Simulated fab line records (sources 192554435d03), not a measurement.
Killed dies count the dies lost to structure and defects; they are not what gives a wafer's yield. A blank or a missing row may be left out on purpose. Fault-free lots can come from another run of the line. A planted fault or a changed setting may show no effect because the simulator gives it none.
One fault through the eyes of 2 desks + flow n5Finfet + only its own numbers are on each desk; what lay behind them is given at the end

== FOR THE TOOL OWNER'S DESK: lithoTrack-02 ==
The tool's own readings at N5_BEOL_M3_COAT_76 (time 60 s, resist thk 5 nm): means of the sampled wafers that have a number, for each lot that ran on this tool. The brackets show how far a lot's mean lies from the usual mean; more than 4 standard deviations puts the lot out of limits, marked OUT.
Columns: A = spinSpeedRpm at N5_BEOL_M3_COAT_76, usual 1500.0 rpm
| lot  | first seen here | A                        |
|------|-----------------|--------------------------|
| L814 | day 8 13:32     | 1605.5 (+99 or more) OUT |
| L816 | day 9 02:07     | 1605.6 (+99 or more) OUT |
| L831 | day 13 04:58    | 1500.5                   |
This desk's verdict: out of limits on L814, L816, starting with L814 at day 8 13:32 (spinSpeedRpm at N5_BEOL_M3_COAT_76). In limits: L831.

== FROM THE METROLOGY DESK ==
Means of the sampled wafers that have a number, per lot and without regard to the tool the lot ran on: this is what the gauges read. The brackets show how far a lot's mean lies from the usual mean; more than 4 standard deviations puts the lot out of limits, marked OUT. Readings shown: 7 of its 10, picked as those furthest out on some lot.
Columns: A = DIBL_P at N5_BEOL_M4_RC_MEAS_101, usual 37.0 mV/V; B = IOFF_N at N5_BEOL_M4_RC_MEAS_101, usual 0.17 nA/um; C = IOFF_P at N5_BEOL_M4_RC_MEAS_101, usual 0.22 nA/um; D = ION_N at N5_BEOL_M4_RC_MEAS_101, usual 673 uA/um; E = ION_P at N5_BEOL_M4_RC_MEAS_101, usual 462 uA/um; F = VT_N at N5_BEOL_M4_RC_MEAS_101, usual 250 mV; G = VT_P at N5_BEOL_M4_RC_MEAS_101, usual -250 mV
| lot  | first seen here | A    | B    | C    | D   | E   | F   | G    |
|------|-----------------|------|------|------|-----|-----|-----|------|
| L814 | day 9 12:52     | 36.4 | 0.15 | 0.20 | 661 | 453 | 252 | -253 |
| L816 | day 10 08:08    | 35.8 | 0.15 | 0.20 | 665 | 464 | 251 | -249 |
| L826 | day 12 18:40    | 41.5 | 0.26 | 0.33 | 694 | 477 | 241 | -242 |
| L831 | day 14 18:53    | 37.0 | 0.16 | 0.23 | 670 | 466 | 251 | -250 |
Result from this desk: across the 4 lots, nothing is out of limits.

== PUT TOGETHER ==
At day 8 13:32, on L814, L816, the tool owner's desk was in a position to raise an alarm.
Nothing out of limits was seen by the metrology desk.
The metrology desk holds a record of L814, L816, inside its limits.
The lots listed all ran N5_BEOL_M3_COAT_76 on lithoTrack-02.

== WHAT HAD BEEN PUT IN BY THE SIMULATOR ==
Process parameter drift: lithoTrack-02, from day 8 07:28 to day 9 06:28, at N5_BEOL_M3_COAT_76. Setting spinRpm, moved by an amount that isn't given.
Struck lots among those shown: L814, L816.
How many hours passed from the start of the fault until each desk's first out-of-limits reading: the tool owner's desk, 6.
